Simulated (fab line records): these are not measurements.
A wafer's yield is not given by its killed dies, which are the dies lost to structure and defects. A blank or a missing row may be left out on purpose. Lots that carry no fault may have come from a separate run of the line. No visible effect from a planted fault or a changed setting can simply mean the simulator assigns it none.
Split-lot experiment + flow n5-finfet + 7 lots, 21 wafers read, on a route of 1938 steps

## SPLIT DETAILS
At N5_BEOL_M15_SPUTTER_43 (material TaN, target thk 15 nm, time 24.19 s), the setting power-w was moved away from the recipe's 15000 W on 8 of the 21 wafers read, by +7.6% to +12.9%. For the rest of the wafers, this setting stayed at what the recipe calls for.

Reading taken at the split's own step.

## THE READING
TaN_of_BEOL_M15_SPUTTER_43.thk-nm (the simulator's own value, which no gauge read), in nm, at N5_BEOL_M15_SPUTTER_43 (material TaN, target thk 15 nm, time 24.19 s). The file does not state a usual value for it. The 13 wafers here that ran the recipe average 15.2 nm, standard deviation 0.23 nm.

| wafer  | tool, chamber at the split | power-w as run, W | against the recipe | TaN_of_BEOL_M15_SPUTTER_43.thk-nm, nm | against lot-mates on the recipe |
|--------|----------------------------|-------------------|--------------------|---------------------------------------|---------------------------------|
| L075.1 | pvd-sputter-02, -          | 15000             | recipe             | 15                                    | -                               |
| L075.3 | pvd-sputter-02, -          | 16140             | +7.6%              | 16.4                                  | +1.4                            |
| L075.6 | pvd-sputter-02, -          | 16140             | +7.6%              | 16.2                                  | +1.2                            |
| L078.2 | pvd-sputter-02, -          | 15000             | recipe             | 15.4                                  | -                               |
| L078.3 | pvd-sputter-02, -          | 15000             | recipe             | 15.6                                  | -                               |
| L078.6 | pvd-sputter-02, -          | 15000             | recipe             | 15.6                                  | -                               |
| L081.4 | pvd-sputter-03, -          | 16530             | +10.2%             | 16.4                                  | no lot-mate on the recipe       |
| L081.6 | pvd-sputter-03, -          | 16530             | +10.2%             | 16.4                                  | no lot-mate on the recipe       |
| L081.5 | pvd-sputter-03, -          | 16530             | +10.2%             | 16.6                                  | no lot-mate on the recipe       |
| L080.3 | pvd-sputter-02, -          | 15000             | recipe             | 15.2                                  | -                               |
| L080.5 | pvd-sputter-02, -          | 15000             | recipe             | 15.2                                  | -                               |
| L080.6 | pvd-sputter-02, -          | 15000             | recipe             | 15.2                                  | -                               |
| L082.2 | pvd-sputter-02, -          | 16800             | +12.0%             | 16.8                                  | +1.8                            |
| L082.6 | pvd-sputter-02, -          | 16800             | +12.0%             | 16.8                                  | +1.8                            |
| L082.3 | pvd-sputter-02, -          | 15000             | recipe             | 15                                    | -                               |
| L084.1 | pvd-sputter-02, -          | 15000             | recipe             | 15.2                                  | -                               |
| L084.3 | pvd-sputter-02, -          | 15000             | recipe             | 15.2                                  | -                               |
| L084.4 | pvd-sputter-02, -          | 15000             | recipe             | 15.4                                  | -                               |
| L091.2 | pvd-sputter-03, -          | 15000             | recipe             | 14.8                                  | -                               |
| L091.5 | pvd-sputter-03, -          | 15000             | recipe             | 15                                    | -                               |
| L091.6 | pvd-sputter-03, -          | 16940             | +12.9%             | 16.8                                  | +1.9                            |

THE FIT
A straight line over all 21 wafers: TaN_of_BEOL_M15_SPUTTER_43.thk-nm changes by +0.128 nm for each +1% of power-w; r = +0.96; the points scatter about the line by 0.2 nm.
The same after taking each lot's own level away (the mean of its wafers on the recipe; 18 wafers): +0.153 nm for each +1%; r = +0.99; scatter 0.093 nm.
That fit puts the effect of the largest move of power-w on the reading at 2 nm.
Across the lots, their own levels run from 14.90 to 15.53 nm, a range of 2.8 times the standard deviation given above.
In other words, the slope is changed by the lot-to-lot level; the two fits disagree.
Check: with one of the wafers moved furthest among these (+12.9%) left out of the fit, the line predicts +2.02 nm for it against its lot-mates. Against them it came out at +1.9 nm.

## THE OTHER SPLITS THESE WAFERS WENT THROUGH
Before the reading, these wafers also passed through other splits. Each is held against what the fit with the lots' levels taken away leaves over:
| other split on the same wafers | wafers away from the commonest value | r with TaN_of_BEOL_M15_SPUTTER_43.thk-nm (lot level and that fit taken away) |
|--------------------------------|--------------------------------------|------------------------------------------------------------------------------|
| N5_BEOL_M13_DESCUM_33 time-s   | 8                                    | -0.14                                                                        |
| N5_BEOL_M14_COAT_65 spin-rpm   | 8                                    | +0.18                                                                        |
| N5_BEOL_M14_EXPOSE_25 dose-mj  | 7                                    | +0.12                                                                        |

## FILE'S OWN FIT
TaN_of_BEOL_M15_SPUTTER_43.thk-nm changes by +0.152 nm for each +1% of power-w, r = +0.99.
